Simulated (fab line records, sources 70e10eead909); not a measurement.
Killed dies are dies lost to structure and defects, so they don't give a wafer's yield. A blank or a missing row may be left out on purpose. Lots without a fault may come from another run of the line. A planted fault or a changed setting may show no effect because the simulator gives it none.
Chamber matching | flow nand_harc | NHARC_P_GATE_STRIP_108 on rie_diel-08: 4 sister chambers
The step strips in O2. 4 wafers are shown with their chamber, then 7 later ones without.

WAFERS WITH THEIR CHAMBER
wafer  | chamber | showerhead_plenum_p_Torr (Torr)
L087.5 | 2       | 3.35
L087.6 | 3       | 3.31
L088.1 | 1       | 3.58
L088.4 | 0       | 3.34

WAFERS WITHOUT THEIR CHAMBER
wafer  | showerhead_plenum_p_Torr (Torr)
L088.6 | 3.34
L094.1 | 3.34
L094.4 | 3.57
L094.6 | 3.35
L095.2 | 3.57
L095.5 | 3.34
L095.6 | 3.31

WHICH CHAMBER EACH WENT THROUGH
wafer  | from the rows above     | in truth
L088.6 | can't be placed: 0 or 2 | 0
L094.1 | can't be placed: 0 or 2 | 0
L094.4 | 1                       | 1
L094.6 | can't be placed: 2 or 0 | 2
L095.2 | 1                       | 1
L095.5 | can't be placed: 0 or 2 | 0
L095.6 | 3                       | 3
Placed correctly: 3 of 7. Can't be placed from these rows: 4 (the true chamber is among the candidates in 4). Placed wrongly: 0.
How it was worked out, from the rows above alone: a wafer's distance from a chamber is the root of the sum, over the readings, of the square of ((its reading less the chamber's mean) divided by the reading's scatter). The wafer belongs to the nearest chamber; if the next one is less than 2 further off, it can't be placed. A chamber's mean is the mean of its shown wafers. The scatter: with one shown wafer a chamber, the root of the mean of the squares of how far each hidden wafer lies from its nearest shown one.
